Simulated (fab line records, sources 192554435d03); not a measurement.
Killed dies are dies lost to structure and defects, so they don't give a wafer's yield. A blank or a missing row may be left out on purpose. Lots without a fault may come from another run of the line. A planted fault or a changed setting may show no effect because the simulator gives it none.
Problem report in the 8D (eight disciplines) form, filled by code | flow n5_finfet | the parts of the form that need people (team, actions taken, sign-off) are left out

1. THE PROBLEM
cd_nm at N5_SD_EPI_N_CD_MEAS_09 reads a mean of 116.5 nm on 5 wafers of 3 lots; wafers without a fault read 120.2 nm with a standard deviation of 0.65. That is -5.7 standard deviations from the usual mean.
The step: target cd 120 nm.
First seen on wafer L841.3, day 6 01:48, on cd_sem-01. The record holds 30 wafers of 11 lots with a number at this step. Rule for "out", or "out of limits": more than 4 standard deviations from the usual mean. The other wafers with a number count as sound.

2. WHAT IT IS AND WHAT IT IS NOT
question                    | is                                     | is not
which readings at this step | cd_nm                                  | -
which lots                  | L841, L842, L844                       | L832, L833, L834, L836, L845, L847, L848, L850
which wafers of those lots  | L841.3, L841.4, L842.3, L842.4, L844.4 | L844.1
read on which gauges        | cd_sem-01, cd_sem-02                   | cd_sem-03
when                        | from day 6 01:48                       | up to then (12 sound wafers); but 13 sound wafers of L844, L845, L847, L848, L850 came after

3. SUSPECTS, AND WHAT RULES EACH OUT
Counting: a tool at a process step up to the reading stays a suspect if it ran every lot that is out. Sound lots after the first of them don't rule it out here, since some wafers of a struck lot are sound.
- the gauge at N5_SD_EPI_N_CD_MEAS_09: ruled out. The wafers that are out were read on 2 gauges (cd_sem-01, cd_sem-02).
- litho_track-04 at N5_SD_EPI_N_PEB_07 (peb time 60 s): kept. It ran every lot that is out, first L841 (day 6 01:44); its last sound lot up to then is L836 (day 4 20:09). Its own readings are out on those wafers: heater_power_total_W.
Left after counting: litho_track-04 at N5_SD_EPI_N_PEB_07.

4. THE CAUSE (what the simulator had put in)
Process parameter drift: litho_track-04, from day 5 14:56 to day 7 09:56, at N5_SD_EPI_N_PEB_07. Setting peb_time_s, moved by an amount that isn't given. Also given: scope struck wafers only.
Counting left only this tool.

5. THE CHAIN OF EFFECTS, in route order
Each row: a reading whose mean over the struck wafers that have a number lies more than 3 standard deviations from the usual. Only readings for which the record gives a usual standard deviation are gone through. hours: the time from each lot's start at the first step in this table that gives one to its start at this step, as a median over the lots. sigmas: the change in usual standard deviations.
hours | step                   | reading              | usual    | on struck wafers | change | sigmas
0     | N5_SD_EPI_N_PEB_07     | heater_power_total_W | 175.3 W  | 186.3            | +11.0  | +6.9
0     | N5_SD_EPI_N_CD_MEAS_09 | cd_nm                | 120.2 nm | 116.5            | -3.7   | -5.7
The process steps in it:
- N5_SD_EPI_N_PEB_07: peb time 60 s.

6. WHAT WOULD HAVE CAUGHT IT SOONER
In this record the first reading out of limits at a measuring or inspecting step was taken at day 6 01:48, 11 hours after the fault began at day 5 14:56.
The tool's own readings at N5_SD_EPI_N_PEB_07 were out on every struck wafer that the step has a row for (heater_power_total_W): an alarm limit on them would have fired on the first of those.
Of the lots that are out (3), L842, L844 began N5_SD_EPI_N_PEB_07 on litho_track-04 after day 6 01:48. A hold on the tool at that time would have spared those 2.
